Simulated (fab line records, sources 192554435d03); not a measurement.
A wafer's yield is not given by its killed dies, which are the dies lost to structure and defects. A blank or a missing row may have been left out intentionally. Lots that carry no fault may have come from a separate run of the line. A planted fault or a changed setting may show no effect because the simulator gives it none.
Which tool is to blame? :: flow n5Finfet :: 72 wafers from 24 lots sampled at 5 of the route's 1938 steps

## WHAT THE GAUGES SHOWED, per wafer
N5_BEOL_M2_RS_MEAS_58: the measuring method here is four-point-probe. Usual: for M2_RS the level is 0.68 ohm/sq and the standard deviation is 0.032.
lot: L074
measured: day 7 02:19
on: filmMetro-01
M2_RS (ohm/sq): 0.71 0.69 0.71
flag: 

lot: L075
measured: day 7 05:52
on: filmMetro-01
M2_RS (ohm/sq): 0.66 0.68 0.67
flag: 

lot: L077
measured: day 7 16:01
on: filmMetro-01
M2_RS (ohm/sq): 0.66 0.70 0.70
flag: 

lot: L078
measured: day 7 21:26
on: filmMetro-02
M2_RS (ohm/sq): 0.62 0.65 0.64
flag: 

lot: L079
measured: day 8 01:04
on: filmMetro-01
M2_RS (ohm/sq): 0.68 0.71 0.72
flag: 

lot: L080
measured: day 8 07:17
on: filmMetro-01
M2_RS (ohm/sq): 0.65 0.71 0.64
flag: 

lot: L081
measured: day 8 08:28
on: filmMetro-02
M2_RS (ohm/sq): 0.68 0.67 0.64
flag: 

lot: L082
measured: day 8 20:56
on: filmMetro-01
M2_RS (ohm/sq): 0.63 0.63 0.67
flag: 

lot: L083
measured: day 9 04:52
on: filmMetro-01
M2_RS (ohm/sq): 0.67 0.66 0.67
flag: 

lot: L084
measured: day 9 09:51
on: filmMetro-02
M2_RS (ohm/sq): 0.64 0.64 0.66
flag: 

lot: L085
measured: day 9 14:46
on: filmMetro-02
M2_RS (ohm/sq): 0.71 0.69 0.71
flag: 

lot: L086
measured: day 9 23:35
on: filmMetro-02
M2_RS (ohm/sq): 0.71 0.70 0.66
flag: 

lot: L087
measured: day 10 05:28
on: filmMetro-01
M2_RS (ohm/sq): 0.69 0.71 0.68
flag: 

lot: L088
measured: day 10 07:26
on: filmMetro-01
M2_RS (ohm/sq): 0.70 0.70 0.69
flag: 

lot: L089
measured: day 10 08:05
on: filmMetro-02
M2_RS (ohm/sq): 0.72 0.69 0.67
flag: 

lot: L090
measured: day 10 20:20
on: filmMetro-02
M2_RS (ohm/sq): 0.65 0.72 0.75
flag: 

lot: L091
measured: day 11 01:07
on: filmMetro-02
M2_RS (ohm/sq): 0.68 0.67 0.77
flag: 

lot: L092
measured: day 11 08:31
on: filmMetro-02
M2_RS (ohm/sq): 0.66 0.73 0.63
flag: 

lot: L093
measured: day 11 17:22
on: filmMetro-02
M2_RS (ohm/sq): 0.71 0.68 0.70
flag: 

lot: L076
measured: day 12 13:56
on: filmMetro-01
M2_RS (ohm/sq): 0.68 0.62 0.65
flag: 

lot: L094
measured: day 12 13:50
on: filmMetro-01
M2_RS (ohm/sq): 0.65 0.70 0.67
flag: 

lot: L095
measured: day 12 18:55
on: filmMetro-01
M2_RS (ohm/sq): 0.73 0.67 0.77
flag: 

lot: L097
measured: day 13 11:04
on: filmMetro-02
M2_RS (ohm/sq): 0.65 0.67 0.64
flag: 

lot: L096
measured: day 13 15:19
on: filmMetro-02
M2_RS (ohm/sq): 0.66 0.67 0.68
flag: 

N5_BEOL_M3_CD_MEAS_28: target cd 25.7 nm, target cd y 23.3 nm. Usual: cdNm 25.78 nm, standard deviation 0.24.
lot: L074
measured: day 7 04:05
on: cdSem-03
cdNm (nm): 25.94 25.92 25.79
flag: 

lot: L075
measured: day 7 08:19
on: cdSem-03
cdNm (nm): 25.62 25.22 25.35
flag: 

lot: L077
measured: day 7 18:58
on: cdSem-01
cdNm (nm): 25.91 25.91 25.83
flag: 

lot: L078
measured: day 7 23:13
on: cdSem-01
cdNm (nm): 25.51 25.88 25.84
flag: 

lot: L079
measured: day 8 03:34
on: cdSem-01
cdNm (nm): 25.94 25.89 26.36
flag: 

lot: L080
measured: day 8 10:13
on: cdSem-01
cdNm (nm): 25.76 25.54 25.87
flag: 

lot: L081
measured: day 8 10:35
on: cdSem-02
cdNm (nm): 25.69 25.66 25.51
flag: 

lot: L082
measured: day 8 23:31
on: cdSem-03
cdNm (nm): 25.88 25.96 25.80
flag: 

lot: L083
measured: day 9 07:22
on: cdSem-01
cdNm (nm): 25.75 25.63 25.99
flag: 

lot: L084
measured: day 9 12:41
on: cdSem-01
cdNm (nm): 25.70 25.78 25.87
flag: 

lot: L085
measured: day 9 18:32
on: cdSem-03
cdNm (nm): 25.56 25.60 25.50
flag: 

lot: L086
measured: day 10 01:46
on: cdSem-03
cdNm (nm): 25.43 25.99 25.86
flag: 

lot: L087
measured: day 10 09:04
on: cdSem-01
cdNm (nm): 25.73 25.61 25.76
flag: 

lot: L088
measured: day 10 09:24
on: cdSem-01
cdNm (nm): 25.93 25.96 25.63
flag: 

lot: L089
measured: day 10 10:11
on: cdSem-03
cdNm (nm): 25.64 25.77 25.44
flag: 

lot: L090
measured: day 10 22:44
on: cdSem-02
cdNm (nm): 25.77 25.90 25.76
flag: 

lot: L091
measured: day 11 02:52
on: cdSem-02
cdNm (nm): 25.71 26.21 26.12
flag: 

lot: L092
measured: day 11 10:32
on: cdSem-02
cdNm (nm): 25.61 25.52 26.29
flag: 

lot: L093
measured: day 11 19:05
on: cdSem-02
cdNm (nm): 25.98 26.24 25.65
flag: 

lot: L076
measured: day 12 16:36
on: cdSem-03
cdNm (nm): 25.77 25.53 25.88
flag: 

lot: L094
measured: day 12 16:23
on: cdSem-01
cdNm (nm): 25.60 25.62 26.05
flag: 

lot: L095
measured: day 12 22:51
on: cdSem-03
cdNm (nm): 25.38 25.26 25.38
flag: 

lot: L097
measured: day 13 13:12
on: cdSem-02
cdNm (nm): 25.77 26.17 25.75
flag: 

lot: L096
measured: day 13 20:09
on: cdSem-03
cdNm (nm): 25.96 25.78 25.90
flag: 

## TOOL THAT RAN EACH LOT (tool first, then ch and the chambers of the sampled wafers, then the start)
lot: L074
N5_BEOL_M2_ANNEAL_93: pvdSputter-01, day 7 00:52
N5_BEOL_M2_SPUTTER_94: pvdSputter-01, day 7 01:00
N5_BEOL_M2_CMP_52: cmp-04 ch 2,3, day 7 01:46

lot: L075
N5_BEOL_M2_ANNEAL_93: pvdSputter-01, day 7 04:28
N5_BEOL_M2_SPUTTER_94: pvdSputter-01, day 7 04:36
N5_BEOL_M2_CMP_52: cmp-04 ch 0,1, day 7 05:19

lot: L077
N5_BEOL_M2_ANNEAL_93: pvdSputter-03, day 7 14:37
N5_BEOL_M2_SPUTTER_94: pvdSputter-03, day 7 14:45
N5_BEOL_M2_CMP_52: cmp-04 ch 0,1,3, day 7 15:28

lot: L078
N5_BEOL_M2_ANNEAL_93: pvdSputter-02, day 7 20:01
N5_BEOL_M2_SPUTTER_94: pvdSputter-02, day 7 20:10
N5_BEOL_M2_CMP_52: cmp-02 ch 0,2,3, day 7 20:52

lot: L079
N5_BEOL_M2_ANNEAL_93: pvdSputter-03, day 7 23:39
N5_BEOL_M2_SPUTTER_94: pvdSputter-03, day 7 23:47
N5_BEOL_M2_CMP_52: cmp-02 ch 2,3, day 8 00:31

lot: L080
N5_BEOL_M2_ANNEAL_93: pvdSputter-01, day 8 05:53
N5_BEOL_M2_SPUTTER_94: pvdSputter-01, day 8 06:01
N5_BEOL_M2_CMP_52: cmp-02 ch 0,1,3, day 8 06:44

lot: L081
N5_BEOL_M2_ANNEAL_93: pvdSputter-02, day 8 06:49
N5_BEOL_M2_SPUTTER_94: pvdSputter-02, day 8 06:58
N5_BEOL_M2_CMP_52: cmp-03 ch 1,2, day 8 07:55

lot: L082
N5_BEOL_M2_ANNEAL_93: pvdSputter-02, day 8 19:24
N5_BEOL_M2_SPUTTER_94: pvdSputter-02, day 8 19:32
N5_BEOL_M2_CMP_52: cmp-02 ch 0,3, day 8 20:21

lot: L083
N5_BEOL_M2_ANNEAL_93: pvdSputter-01, day 9 03:28
N5_BEOL_M2_SPUTTER_94: pvdSputter-01, day 9 03:36
N5_BEOL_M2_CMP_52: cmp-04 ch 0,3, day 9 04:21

lot: L084
N5_BEOL_M2_ANNEAL_93: pvdSputter-03, day 9 08:27
N5_BEOL_M2_SPUTTER_94: pvdSputter-03, day 9 08:35
N5_BEOL_M2_CMP_52: cmp-04 ch 0,1,3, day 9 09:22

lot: L085
N5_BEOL_M2_ANNEAL_93: pvdSputter-01, day 9 13:15
N5_BEOL_M2_SPUTTER_94: pvdSputter-01, day 9 13:23
N5_BEOL_M2_CMP_52: cmp-04 ch 0,1,2, day 9 14:15

lot: L086
N5_BEOL_M2_ANNEAL_93: pvdSputter-02, day 9 21:52
N5_BEOL_M2_SPUTTER_94: pvdSputter-02, day 9 22:01
N5_BEOL_M2_CMP_52: cmp-02 ch 0,1,3, day 9 22:58

lot: L087
N5_BEOL_M2_ANNEAL_93: pvdSputter-03, day 10 03:50
N5_BEOL_M2_SPUTTER_94: pvdSputter-03, day 10 03:59
N5_BEOL_M2_CMP_52: cmp-04 ch 1,2, day 10 04:55

lot: L088
N5_BEOL_M2_ANNEAL_93: pvdSputter-02, day 10 06:00
N5_BEOL_M2_SPUTTER_94: pvdSputter-02, day 10 06:08
N5_BEOL_M2_CMP_52: cmp-04 ch 0,1,2, day 10 06:56

lot: L089
N5_BEOL_M2_ANNEAL_93: pvdSputter-01, day 10 06:35
N5_BEOL_M2_SPUTTER_94: pvdSputter-01, day 10 06:44
N5_BEOL_M2_CMP_52: cmp-04 ch 1,2,3, day 10 07:34

lot: L090
N5_BEOL_M2_ANNEAL_93: pvdSputter-01, day 10 18:56
N5_BEOL_M2_SPUTTER_94: pvdSputter-01, day 10 19:05
N5_BEOL_M2_CMP_52: cmp-02 ch 1,2,3, day 10 19:52

lot: L091
N5_BEOL_M2_ANNEAL_93: pvdSputter-01, day 10 23:41
N5_BEOL_M2_SPUTTER_94: pvdSputter-01, day 10 23:49
N5_BEOL_M2_CMP_52: cmp-04 ch 1,2,3, day 11 00:32

lot: L092
N5_BEOL_M2_ANNEAL_93: pvdSputter-03, day 11 07:06
N5_BEOL_M2_SPUTTER_94: pvdSputter-03, day 11 07:14
N5_BEOL_M2_CMP_52: cmp-02 ch 1,3, day 11 07:59

lot: L093
N5_BEOL_M2_ANNEAL_93: pvdSputter-03, day 11 15:57
N5_BEOL_M2_SPUTTER_94: pvdSputter-03, day 11 16:05
N5_BEOL_M2_CMP_52: cmp-04 ch 0,1,3, day 11 16:51

lot: L076
N5_BEOL_M2_ANNEAL_93: pvdSputter-01, day 12 12:14
N5_BEOL_M2_SPUTTER_94: pvdSputter-01, day 12 12:22
N5_BEOL_M2_CMP_52: cmp-02 ch 0,1, day 12 13:21

lot: L094
N5_BEOL_M2_ANNEAL_93: pvdSputter-03, day 12 12:25
N5_BEOL_M2_SPUTTER_94: pvdSputter-03, day 12 12:34
N5_BEOL_M2_CMP_52: cmp-04 ch 2,3, day 12 13:19

lot: L095
N5_BEOL_M2_ANNEAL_93: pvdSputter-02, day 12 17:15
N5_BEOL_M2_SPUTTER_94: pvdSputter-02, day 12 17:23
N5_BEOL_M2_CMP_52: cmp-03 ch 0,1, day 12 18:12

lot: L097
N5_BEOL_M2_ANNEAL_93: pvdSputter-03, day 13 09:35
N5_BEOL_M2_SPUTTER_94: pvdSputter-03, day 13 09:44
N5_BEOL_M2_CMP_52: cmp-03 ch 0,1,2, day 13 10:29

lot: L096
N5_BEOL_M2_ANNEAL_93: pvdSputter-02, day 13 13:51
N5_BEOL_M2_SPUTTER_94: pvdSputter-02, day 13 13:59
N5_BEOL_M2_CMP_52: cmp-04 ch 0,2,3, day 13 14:42
- N5_BEOL_M2_ANNEAL_93: time 240 s.
- N5_BEOL_M2_SPUTTER_94: material Cu, target thk 4.5 nm, time 8.29 s.
- N5_BEOL_M2_CMP_52: polishes, stops on SiOC, t overpolish 6.8 s, target thk 40 nm.

## WHAT THE TOOLS THEMSELVES READ (means of the sampled wafers that have a number; where no wafer has one, the mark that the record gives instead)
N5_BEOL_M2_ANNEAL_93. Usual: heaterPowerW 801 W, standard deviation 65; susceptorTempC 399.98 C, standard deviation 0.21.
lot: L074
tool: pvdSputter-01
heaterPowerW (W): 808
susceptorTempC (C): 400.07
flag: 

lot: L075
tool: pvdSputter-01
heaterPowerW (W): 794
susceptorTempC (C): 400.26
flag: 

lot: L077
tool: pvdSputter-03
heaterPowerW (W): 800
susceptorTempC (C): 399.88
flag: 

lot: L078
tool: pvdSputter-02
heaterPowerW (W): 804
susceptorTempC (C): 399.94
flag: 

lot: L079
tool: pvdSputter-03
heaterPowerW (W): 776
susceptorTempC (C): 399.96
flag: 

lot: L080
tool: pvdSputter-01
heaterPowerW (W): 815
susceptorTempC (C): 399.78
flag: 

lot: L081
tool: pvdSputter-02
heaterPowerW (W): 794
susceptorTempC (C): 400.04
flag: 

lot: L082
tool: pvdSputter-02
heaterPowerW (W): 812
susceptorTempC (C): 400.13
flag: 

lot: L083
tool: pvdSputter-01
heaterPowerW (W): 849
susceptorTempC (C): 400.02
flag: 

lot: L084
tool: pvdSputter-03
heaterPowerW (W): 782
susceptorTempC (C): 399.83
flag: 

lot: L085
tool: pvdSputter-01
heaterPowerW (W): 823
susceptorTempC (C): 399.93
flag: 

lot: L086
tool: pvdSputter-02
heaterPowerW (W): 791
susceptorTempC (C): 399.83
flag: 

lot: L087
tool: pvdSputter-03
heaterPowerW (W): 782
susceptorTempC (C): 400.01
flag: 

lot: L088
tool: pvdSputter-02
heaterPowerW (W): 785
susceptorTempC (C): 400.10
flag: 

lot: L089
tool: pvdSputter-01
heaterPowerW (W): 818
susceptorTempC (C): 399.87
flag: 

lot: L090
tool: pvdSputter-01
heaterPowerW (W): 793
susceptorTempC (C): 399.90
flag: 

lot: L091
tool: pvdSputter-01
heaterPowerW (W): 821
susceptorTempC (C): 399.87
flag: 

lot: L092
tool: pvdSputter-03
heaterPowerW (W): 788
susceptorTempC (C): 400.15
flag: 

lot: L093
tool: pvdSputter-03
heaterPowerW (W): 778
susceptorTempC (C): 400.31
flag: 

lot: L076
tool: pvdSputter-01
heaterPowerW (W): 801
susceptorTempC (C): 399.89
flag: 

lot: L094
tool: pvdSputter-03
heaterPowerW (W): 766
susceptorTempC (C): 399.89
flag: 

lot: L095
tool: pvdSputter-02
heaterPowerW (W): 820
susceptorTempC (C): 400.09
flag: 

lot: L097
tool: pvdSputter-03
heaterPowerW (W): 795
susceptorTempC (C): 400.05
flag: 

lot: L096
tool: pvdSputter-02
heaterPowerW (W): 826
susceptorTempC (C): 400.22
flag: 

N5_BEOL_M2_SPUTTER_94. Usual: chuckSensorTempC -15.9 C, standard deviation 0.64; susceptorTempC -20.00 C, standard deviation 0.098; throttleValvePct 29.5 %, standard deviation 1.2.
lot: L074
tool: pvdSputter-01
chuckSensorTempC (C): -15.9
susceptorTempC (C): -20.04
throttleValvePct (%): 28.9
flag: 

lot: L075
tool: pvdSputter-01
chuckSensorTempC (C): -15.8
susceptorTempC (C): -19.91
throttleValvePct (%): 28.9
flag: 

lot: L077
tool: pvdSputter-03
chuckSensorTempC (C): -15.8
susceptorTempC (C): -20.01
throttleValvePct (%): 28.2
flag: 

lot: L078
tool: pvdSputter-02
chuckSensorTempC (C): -16.2
susceptorTempC (C): -20.09
throttleValvePct (%): 30.5
flag: 

lot: L079
tool: pvdSputter-03
chuckSensorTempC (C): -15.9
susceptorTempC (C): -19.95
throttleValvePct (%): 28.3
flag: 

lot: L080
tool: pvdSputter-01
chuckSensorTempC (C): -16.2
susceptorTempC (C): -20.05
throttleValvePct (%): 29.9
flag: 

lot: L081
tool: pvdSputter-02
chuckSensorTempC (C): -16.2
susceptorTempC (C): -20.04
throttleValvePct (%): 30.8
flag: 

lot: L082
tool: pvdSputter-02
chuckSensorTempC (C): -16.0
susceptorTempC (C): -19.97
throttleValvePct (%): 29.6
flag: 

lot: L083
tool: pvdSputter-01
chuckSensorTempC (C): -16.5
susceptorTempC (C): -20.03
throttleValvePct (%): 29.0
flag: 

lot: L084
tool: pvdSputter-03
chuckSensorTempC (C): -15.8
susceptorTempC (C): -20.03
throttleValvePct (%): 28.0
flag: 

lot: L085
tool: pvdSputter-01
chuckSensorTempC (C): -16.2
susceptorTempC (C): -20.01
throttleValvePct (%): 30.0
flag: 

lot: L086
tool: pvdSputter-02
chuckSensorTempC (C): -16.2
susceptorTempC (C): -20.03
throttleValvePct (%): 30.1
flag: 

lot: L087
tool: pvdSputter-03
chuckSensorTempC (C): -16.0
susceptorTempC (C): -20.05
throttleValvePct (%): 28.1
flag: 

lot: L088
tool: pvdSputter-02
chuckSensorTempC (C): -16.4
susceptorTempC (C): -19.86
throttleValvePct (%): 30.9
flag: 

lot: L089
tool: pvdSputter-01
chuckSensorTempC (C): -16.0
susceptorTempC (C): -20.04
throttleValvePct (%): 29.8
flag: 

lot: L090
tool: pvdSputter-01
chuckSensorTempC (C): -15.9
susceptorTempC (C): -20.02
throttleValvePct (%): 29.0
flag: 

lot: L091
tool: pvdSputter-01
chuckSensorTempC (C): -16.0
susceptorTempC (C): -19.97
throttleValvePct (%): 30.0
flag: 

lot: L092
tool: pvdSputter-03
chuckSensorTempC (C): -15.8
susceptorTempC (C): -19.96
throttleValvePct (%): 29.4
flag: 

lot: L093
tool: pvdSputter-03
chuckSensorTempC (C): -15.8
susceptorTempC (C): -19.95
throttleValvePct (%): 28.8
flag: 

lot: L076
tool: pvdSputter-01
chuckSensorTempC (C): -15.9
susceptorTempC (C): -20.05
throttleValvePct (%): 29.0
flag: 

lot: L094
tool: pvdSputter-03
chuckSensorTempC (C): -15.9
susceptorTempC (C): -20.10
throttleValvePct (%): 28.0
flag: 

lot: L095
tool: pvdSputter-02
chuckSensorTempC (C): -16.2
susceptorTempC (C): -20.02
throttleValvePct (%): 30.5
flag: 

lot: L097
tool: pvdSputter-03
chuckSensorTempC (C): -15.8
susceptorTempC (C): -19.96
throttleValvePct (%): 29.0
flag: 

lot: L096
tool: pvdSputter-02
chuckSensorTempC (C): -15.9
susceptorTempC (C): -19.96
throttleValvePct (%): 29.7
flag: 

N5_BEOL_M2_CMP_52. Usual: barrierFieldEndpointS 24.9 s, standard deviation 0.68; motorCurrentA 6.5 A, standard deviation 0.95; overpolishRunS 6.799 s, standard deviation 0.0088; retainingRingPressureFrac 1.000, standard deviation 0.0048; timeToEndpointS 63 s, standard deviation 3.
lot: L074
tool: cmp-04
barrierFieldEndpointS (s): 25.4
motorCurrentA (A): 6.9
overpolishRunS (s): 6.797
retainingRingPressureFrac: 1.002
timeToEndpointS (s): 64
flag: 

lot: L075
tool: cmp-04
barrierFieldEndpointS (s): 24.7
motorCurrentA (A): 6.0
overpolishRunS (s): 6.792
retainingRingPressureFrac: 0.997
timeToEndpointS (s): 61
flag: 

lot: L077
tool: cmp-04
barrierFieldEndpointS (s): 24.7
motorCurrentA (A): 6.6
overpolishRunS (s): 6.795
retainingRingPressureFrac: 0.998
timeToEndpointS (s): 63
flag: 

lot: L078
tool: cmp-02
barrierFieldEndpointS (s): 25.4
motorCurrentA (A): 6.2
overpolishRunS (s): 6.799
retainingRingPressureFrac: 1.000
timeToEndpointS (s): 62
flag: 

lot: L079
tool: cmp-02
barrierFieldEndpointS (s): 24.7
motorCurrentA (A): 6.8
overpolishRunS (s): 6.801
retainingRingPressureFrac: 1.001
timeToEndpointS (s): 63
flag: 

lot: L080
tool: cmp-02
barrierFieldEndpointS (s): 24.7
motorCurrentA (A): 6.6
overpolishRunS (s): 6.793
retainingRingPressureFrac: 1.000
timeToEndpointS (s): 60
flag: 

lot: L081
tool: cmp-03
barrierFieldEndpointS (s): 25.1
motorCurrentA (A): 5.4
overpolishRunS (s): 6.800
retainingRingPressureFrac: 0.998
timeToEndpointS (s): 68
flag: 

lot: L082
tool: cmp-02
barrierFieldEndpointS (s): 25.0
motorCurrentA (A): 6.1
overpolishRunS (s): 6.805
retainingRingPressureFrac: 1.003
timeToEndpointS (s): 64
flag: 

lot: L083
tool: cmp-04
barrierFieldEndpointS (s): 24.9
motorCurrentA (A): 6.8
overpolishRunS (s): 6.796
retainingRingPressureFrac: 1.002
timeToEndpointS (s): 64
flag: 

lot: L084
tool: cmp-04
barrierFieldEndpointS (s): 24.7
motorCurrentA (A): 6.8
overpolishRunS (s): 6.799
retainingRingPressureFrac: 0.995
timeToEndpointS (s): 67
flag: 

lot: L085
tool: cmp-04
barrierFieldEndpointS (s): 24.6
motorCurrentA (A): 5.9
overpolishRunS (s): 6.807
retainingRingPressureFrac: 0.998
timeToEndpointS (s): 64
flag: 

lot: L086
tool: cmp-02
barrierFieldEndpointS (s): 26.0
motorCurrentA (A): 6.7
overpolishRunS (s): 6.800
retainingRingPressureFrac: 0.996
timeToEndpointS (s): 67
flag: 

lot: L087
tool: cmp-04
barrierFieldEndpointS (s): 24.7
motorCurrentA (A): 6.0
overpolishRunS (s): 6.800
retainingRingPressureFrac: 1.002
timeToEndpointS (s): 64
flag: 

lot: L088
tool: cmp-04
barrierFieldEndpointS (s): 25.3
motorCurrentA (A): 6.0
overpolishRunS (s): 6.802
retainingRingPressureFrac: 0.999
timeToEndpointS (s): 65
flag: 

lot: L089
tool: cmp-04
barrierFieldEndpointS (s): 24.6
motorCurrentA (A): 6.7
overpolishRunS (s): 6.787
retainingRingPressureFrac: 0.997
timeToEndpointS (s): 63
flag: 

lot: L090
tool: cmp-02
barrierFieldEndpointS (s): 24.3
motorCurrentA (A): 7.5
overpolishRunS (s): 6.805
retainingRingPressureFrac: 0.997
timeToEndpointS (s): 64
flag: 

lot: L091
tool: cmp-04
barrierFieldEndpointS (s): 25.0
motorCurrentA (A): 6.7
overpolishRunS (s): 6.792
retainingRingPressureFrac: 0.994
timeToEndpointS (s): 62
flag: 

lot: L092
tool: cmp-02
barrierFieldEndpointS (s): 25.3
motorCurrentA (A): 7.0
overpolishRunS (s): 6.787
retainingRingPressureFrac: 0.998
timeToEndpointS (s): 68
flag: 

lot: L093
tool: cmp-04
barrierFieldEndpointS (s): 24.4
motorCurrentA (A): 6.7
overpolishRunS (s): 6.801
retainingRingPressureFrac: 1.007
timeToEndpointS (s): 61
flag: 

lot: L076
tool: cmp-02
barrierFieldEndpointS (s): 23.7
motorCurrentA (A): 7.0
overpolishRunS (s): 6.802
retainingRingPressureFrac: 1.000
timeToEndpointS (s): 59
flag: 

lot: L094
tool: cmp-04
barrierFieldEndpointS (s): 24.6
motorCurrentA (A): 7.4
overpolishRunS (s): 6.801
retainingRingPressureFrac: 0.997
timeToEndpointS (s): 61
flag: 

lot: L095
tool: cmp-03
barrierFieldEndpointS (s): 23.8
motorCurrentA (A): 5.8
overpolishRunS (s): 6.798
retainingRingPressureFrac: 0.999
timeToEndpointS (s): 58
flag: 

lot: L097
tool: cmp-03
barrierFieldEndpointS (s): 25.0
motorCurrentA (A): 5.8
overpolishRunS (s): 6.804
retainingRingPressureFrac: 1.002
timeToEndpointS (s): 63
flag: 

lot: L096
tool: cmp-04
barrierFieldEndpointS (s): 24.9
motorCurrentA (A): 6.8
overpolishRunS (s): 6.802
retainingRingPressureFrac: 0.996
timeToEndpointS (s): 62
flag: 

## THE ANSWER, worked out from the rows above alone
Rule: a lot counts as off when the mean over its wafers that have a number is more than 3 standard deviations away from the usual mean. Also off: a lot with no number at a reading for which 4 or more lots have one. Where the step has rows for the other lots, those lots are counted as sound. After the gauges, taken in route order, come the tools' own readings; for these a lot's mean is taken, as printed above. At the first step where some lot is off, the reading lying furthest off is the one used; lots without a number count as furthest.
Nothing can be told from this: no lot is off at any reading shown.

## WHAT HAD BEEN PUT IN BY THE SIMULATOR
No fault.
